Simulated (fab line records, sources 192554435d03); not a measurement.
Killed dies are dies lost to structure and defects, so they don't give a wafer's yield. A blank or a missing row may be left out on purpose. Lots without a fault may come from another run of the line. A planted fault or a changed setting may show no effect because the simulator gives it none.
fab line records | flow n5_finfet
record lots=15 wafers=45 last_day=19
route steps=1938 shown BEOL_M4@1099 BEOL_M5@1124
lots that met no fault: from a run of the same line without faults
start_h: hours from the record's first day to the start of the lot's first wafer shown | wait_h: hours since the lot's step before | " the same as in the row above | L1.1+2: a row that stands for several wafers | - no value, or no start given | * or withheld: withheld | < > ~ a bound
route shown NAME@n: a module of which the file shows steps, and the number in the route of the first | usual: mean/standard deviation of fault-free wafers | same: alike in all rows | chamber/n: place in a boat | sites: the reading at each site | _std_site: their standard deviation | _edge_site: outer sites' mean less inner sites' | radius_mm: how far each site lies from the wafer's centre | mask NAME#n: copy n | behind: the tool/chamber that last shaped the wafer | hold: why the lot was held/for how many hours/how that ended | device: the transistor (n, p or np) that didn't switch | end of line: the same wafers' tests at the end of the route | a step without rows: its recipe alone | killed: dies lost to structure and defects at the first sort, not the wafer's yield | map: a wafer's dies, x killed, . not, _ none there
set.NAME: the setting as run; set.NAME@STEP: as run at that earlier step | model.NAME: the simulator's own value behind a step, which no gauge read
steps of the route over a sample of lots; a table a step, a row a wafer
services: from which hour (start_h, from the record's first day; less than 0 if before it) a tool's chamber was out of use, for how many hours, and why
## steps
# step N5_BEOL_M4_ANNEAL_95
# recipe temp_c=400 time_s=240 ambient=vacuum
# usual heater_power_w=840/48
# columns lot.wafer tool chamber start_h wait_h heater_power_w
L229.1 pvd_sputter-03 - 161.19 0.0 900
L229.3 " - " " 902
L229.5 " - " " 887
L230.2 pvd_sputter-02 - 172.04 0.0 861
L230.4 " - " " 766
L230.5 " - " " 880
L231.3 pvd_sputter-03 - 172.64 0.0 849
L231.4 " - " " 886
L231.6 " - " " 859
L232.2 pvd_sputter-01 - 181.55 0.0 765
L232.4 " - " " 814
L232.5 " - " " 749
L233.1 pvd_sputter-03 - 184.71 0.0 894
L233.3 " - " " 895
L233.5 " - " " 887
L250.2 pvd_sputter-02 - 286.41 0.0 842
L250.5 " - " " 842
L250.6 " - " " 844
L249.3 pvd_sputter-01 - 288.11 0.0 801
L249.4 " - " " 870
L249.5 " - " " 805
L240.2 pvd_sputter-01 - 294.20 0.0 862
L240.4 " - " " 811
L240.6 " - " " 748
L244.3 pvd_sputter-03 - 301.11 0.0 875
L244.5 " - " " 892
L244.6 " - " " 905
L246.1 pvd_sputter-01 - 312.17 0.0 799
L246.2 " - " " 874
L246.3 " - " " 747
L242.1 pvd_sputter-02 - 318.82 0.0 813
L242.2 " - " " 789
L242.3 " - " " 865
L248.2 pvd_sputter-03 - 319.62 0.0 892
L248.3 " - " " 818
L248.6 " - " " 909
L251.1 pvd_sputter-03 - 323.34 0.0 880
L251.4 " - " " 886
L251.5 " - " " 925
L241.3 pvd_sputter-03 - 325.18 0.0 878
L241.4 " - " " 933
L241.5 " - " " 877
L252.1 pvd_sputter-01 - 338.21 0.0 823
L252.3 " - " " 794
L252.6 " - " " 856
# step N5_BEOL_M5_PEB_09
# recipe peb_temp_c=100 peb_time_s=60 resist=CAR-EUV
# usual chill_plate_temp_C=22.99/0.12 exhaust_pa=45.0/0.93 resist_line_temp_C=22.99/0.1
# columns lot.wafer tool chamber start_h wait_h chill_plate_temp_C exhaust_pa resist_line_temp_C
L229.1 litho_track-04 0 167.01 0.1 23.19 44.2 22.87
L229.3 " 0 " " 23.19 44.7 23.11
L229.5 " 0 " " 23.13 44.1 23.07
L230.2 litho_track-02 0 176.35 0.0 23.10 46.0 22.90
L230.4 " 0 " " 23.07 46.8 22.82
L230.5 " 0 " " 23.11 45.8 23.00
L231.3 litho_track-02 0 176.51 0.0 22.77 45.2 22.75
L231.4 " 0 " " 22.97 46.5 22.89
L231.6 " 0 " " 22.90 47.0 22.82
L232.2 litho_track-03 0 185.58 0.0 23.07 46.0 23.08
L232.4 " 0 " " 22.97 45.1 22.96
L232.5 " 0 " " 23.03 45.0 22.79
L233.1 litho_track-03 0 188.82 0.1 23.05 43.9 23.07
L233.3 " 0 " " 22.97 43.4 22.95
L233.5 " 0 " " 23.04 43.8 23.13
L250.2 litho_track-03 0 290.39 0.0 23.11 46.2 23.01
L250.5 " 0 " " 23.31 44.5 22.98
L250.6 " 0 " " 22.92 45.7 23.16
L249.3 litho_track-03 0 294.74 0.0 22.87 45.4 23.00
L249.4 " 0 " " 22.94 46.9 23.18
L249.5 " 0 " " 22.89 46.9 23.14
L240.2 litho_track-04 - 298.94 0.0 - - -
L240.4 " - " " - - -
L240.6 " - " " - - -
L244.3 litho_track-03 - 307.44 0.0 - - -
L244.5 " - " " - - -
L244.6 " - " " - - -
L246.1 litho_track-03 0 316.23 0.1 22.90 45.3 23.01
L246.2 " 0 " " 22.96 44.2 22.92
L246.3 " 0 " " 22.97 44.4 22.99
L242.1 litho_track-04 - 322.01 0.1 - - -
L242.2 " - " " - - -
L242.3 " - " " - - -
L248.2 litho_track-02 0 324.82 0.0 22.85 45.3 23.06
L248.3 " 0 " " 22.81 45.7 23.11
L248.6 " 0 " " 23.11 45.2 23.13
L251.1 litho_track-03 0 326.56 0.1 23.15 44.3 23.03
L251.4 " 0 " " 22.94 42.9 22.97
L251.5 " 0 " " 23.10 44.0 22.91
L241.3 litho_track-03 0 329.63 0.0 23.00 44.7 23.10
L241.4 " 0 " " 22.92 44.5 23.32
L241.5 " 0 " " 23.05 44.8 23.05
L252.1 litho_track-02 0 343.51 0.1 22.99 44.4 22.87
L252.3 " 0 " " 22.97 45.3 23.04
L252.6 " 0 " " 22.97 45.5 23.02
# step N5_BEOL_M5_CD_MEAS_11
# recipe target_cd_nm=27.74 landing_energy_ev=500 detector=se_inlens
# usual cd_nm=28.1/0.3
# same landing_energy_ev=500
# columns lot.wafer tool chamber start_h wait_h cd_nm
L229.1 cd_sem-03 0 167.07 - 28.0
L229.3 " 0 " " 27.7
L229.5 " 0 " " 28.1
L230.2 cd_sem-02 0 176.41 - 28.5
L230.4 " 0 " " 28.5
L230.5 " 0 " " 28.1
L231.3 cd_sem-02 0 176.58 - 28.2
L231.4 " 0 " " 28.1
L231.6 " 0 " " 28.5
L232.2 cd_sem-02 0 185.64 - 28.4
L232.4 " 0 " " 28.7
L232.5 " 0 " " 28.1
L233.1 cd_sem-02 0 188.89 - 28.1
L233.3 " 0 " " 28.4
L233.5 " 0 " " 27.8
L250.2 cd_sem-03 0 290.46 - 27.9
L250.5 " 0 " " 28.1
L250.6 " 0 " " 28.9
L249.3 cd_sem-03 0 294.81 - 28.3
L249.4 " 0 " " 28.4
L249.5 " 0 " " 28.3
L240.2 cd_sem-02 0 299.01 - -
L240.4 " 0 " " -
L240.6 " 0 " " -
L244.3 cd_sem-01 0 307.51 - -
L244.5 " 0 " " -
L244.6 " 0 " " -
L246.1 cd_sem-01 0 316.29 - 27.8
L246.2 " 0 " " 28.1
L246.3 " 0 " " 28.7
L242.1 cd_sem-02 0 322.08 - -
L242.2 " 0 " " -
L242.3 " 0 " " -
L248.2 cd_sem-03 0 324.89 - 27.9
L248.3 " 0 " " 28.1
L248.6 " 0 " " 27.6
L251.1 cd_sem-01 0 326.63 - 28.3
L251.4 " 0 " " 27.9
L251.5 " 0 " " 28.1
L241.3 cd_sem-02 0 329.70 - 28.2
L241.4 " 0 " " 28.4
L241.5 " 0 " " 28.0
L252.1 cd_sem-03 0 343.58 - 28.4
L252.3 " 0 " " 28.6
L252.6 " 0 " " 28.2
# step N5_BEOL_M5_DESCUM_16
# recipe chemistry=O2 time_s=7 source_power_w=50 bias_power_w=20 pressure_mtorr=20 rf_frequency_hz=2.712e+07 temp_c=40 resist=CAR-EUV o2_flow_sccm=225
# usual drypump_motor_current_A=5.7/0.7 oes_product_au=0.76/0.091 rf_vpp_V=243.1/1.4 showerhead_plenum_p_Torr=2.09/0.076 throttle_valve_pct=20.50/0.25
# columns lot.wafer tool chamber start_h wait_h drypump_motor_current_A oes_product_au rf_hours_counter_h rf_vpp_V showerhead_plenum_p_Torr throttle_valve_pct
L229.1 rie_diel-06 0 167.21 0.0 6.4 0.83 72 243.5 2.20 20.09
L229.3 " 1 " " 5.4 0.73 187 244.0 2.08 20.50
L229.5 " 1 " " 5.4 0.73 - 243.3 2.08 20.50
L230.2 rie_diel-05 1 176.61 0.1 6.7 0.73 159 239.8 1.99 20.47
L230.4 " 0 " " 6.7 0.69 - 241.0 1.98 20.73
L230.5 " 1 " " 6.7 0.73 - 241.3 1.99 20.46
L231.3 rie_diel-01 2 176.70 0.0 5.6 0.76 148 242.0 2.10 20.70
L231.4 " 3 " " 4.7 0.70 224 242.9 2.08 20.86
L231.6 " 0 " " 5.0 0.78 - 245.3 2.18 20.74
L232.2 rie_diel-01 3 185.79 0.1 4.7 0.70 228 241.6 2.08 20.88
L232.4 " 0 " " 5.0 0.77 161 242.6 2.18 20.71
L232.5 " 1 " " 5.2 0.68 - 244.1 2.14 20.30
L233.1 rie_diel-05 2 189.01 0.0 5.3 0.70 208 245.0 2.15 20.42
L233.3 " 1 " " 6.7 0.73 164 241.6 1.98 20.47
L233.5 " 3 " " 5.0 0.91 - 246.1 2.23 20.42
L250.2 rie_diel-01 0 290.58 0.0 5.0 0.75 196 244.1 2.17 20.78
L250.5 " 2 " " 5.6 0.74 - 242.4 2.09 20.77
L250.6 " 3 " " 4.7 0.99 - 243.7 2.07 20.51
L249.3 rie_diel-01 3 294.93 0.0 4.8 0.98 2 242.7 2.07 20.51
L249.4 " 2 " " 5.5 0.72 - 243.1 2.09 20.76
L249.5 " 0 " " 5.0 0.73 - 244.2 2.17 20.79
L240.2 rie_diel-05 0 299.13 0.0 6.7 0.66 241 241.2 1.96 20.80
L240.4 " 3 " " 5.0 0.86 54 244.2 2.22 20.49
L240.6 " 1 " " 6.7 0.70 - 241.4 1.97 20.52
L244.3 rie_diel-06 1 307.63 0.0 5.4 0.70 222 242.2 2.07 20.57
L244.5 " 0 " " 6.4 0.79 - 244.9 2.19 20.14
L244.6 " 1 " " 5.4 0.70 - 243.4 2.07 20.58
L246.1 rie_diel-06 2 316.42 0.0 6.5 0.85 41 241.1 2.04 20.04
L246.2 " 1 " " 5.4 0.69 224 242.6 2.07 20.56
L246.3 " 0 " " 6.4 0.78 108 245.5 2.19 20.17
L242.1 rie_diel-06 1 322.20 0.0 5.4 0.70 225 242.5 2.07 20.56
L242.2 " 3 " " 5.4 0.70 210 241.9 2.05 20.43
L242.3 " 2 " " 6.5 0.84 43 243.1 2.04 20.06
L248.2 rie_diel-06 3 325.16 0.2 5.4 0.70 211 243.6 2.05 20.41
L248.3 " 1 " " 5.4 0.68 226 243.5 2.07 20.58
L248.6 " 0 " " 6.4 0.78 - 244.1 2.18 20.16
L251.1 rie_diel-01 0 326.75 0.0 5.0 0.75 203 243.9 2.17 20.79
L251.4 " 3 " " 4.7 0.95 8 243.2 2.07 20.53
L251.5 " 3 " " 4.7 0.96 - 242.9 2.07 20.53
L241.3 rie_diel-06 2 330.07 0.3 6.5 0.84 44 243.2 2.04 20.06
L241.4 " 1 " " 5.4 0.70 227 242.6 2.07 20.59
L241.5 " 0 " " 6.3 0.79 - 244.3 2.18 20.19
L252.1 rie_diel-05 3 343.70 0.0 4.9 0.85 59 245.7 2.22 20.49
L252.3 " 0 " " 6.7 0.67 247 241.1 1.96 20.81
L252.6 " 1 " " 6.7 0.70 - 240.9 1.97 20.53
## services
# columns tool chamber start_h hours kind
rie_diel-05 2 167.42 14.2 repair
rie_diel-06 - 168.33 28.1 pm
rie_diel-01 1 249.23 - clean
rie_diel-01 1 249.23 - consumable_replace:focus_ring
rie_diel-01 1 249.23 20.2 scheduled_down
rie_diel-01 1 249.23 20.2 vent_cycle
rie_diel-05 - 253.99 4.3 pm
rie_diel-01 3 269.48 - clean
rie_diel-01 3 269.48 - consumable_replace:focus_ring
rie_diel-01 3 269.48 15.8 scheduled_down
rie_diel-01 3 269.48 15.8 vent_cycle
pvd_sputter-01 - 273.00 6.9 repair
litho_track-02 - 275.25 - consumable_replace:filter
litho_track-03 - 281.34 - consumable_replace:filter
rie_diel-05 - 284.08 2.4 repair
litho_track-04 - 287.53 - consumable_replace:filter
rie_diel-01 1 294.48 7.1 repair
pvd_sputter-01 - 303.61 2.6 repair
rie_diel-05 - 320.91 14.6 pm
pvd_sputter-01 - 340.71 0.5 repair
## key
first_sign step=N5_BEOL_M5_PEB_09 reading=tool_record direction=missing
effect none on later readings
met_at N5_BEOL_M5_PEB_09
struck_lots L240,L242,L244
later_rows_left_out L240.2,L240.4,L240.6,L242.1,L242.2,L242.3,L244.3,L244.5,L244.6
sort_left_out L240.2,L240.4,L240.6,L242.1,L242.2,L242.3,L244.3,L244.5,L244.6
not_acting_at N5_BEOL_M4_ANNEAL_95,N5_BEOL_M5_CD_MEAS_11,N5_BEOL_M5_DESCUM_16
onset_between 290.39 298.94
fault kind=skipped_step_whole tool=litho_track-03,litho_track-04 chamber=- onset_h=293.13 steps=N5_BEOL_M5_PEB_09 scope=struck_lots_only
# sort_left_out: the simulated sort isn't trusted on such a fault, so these wafers' sort isn't shown, and their yield isn't known
# later_rows_left_out: the simulator's readings of these wafers behind a module that went badly wrong aren't trusted and aren't shown, but for the sort
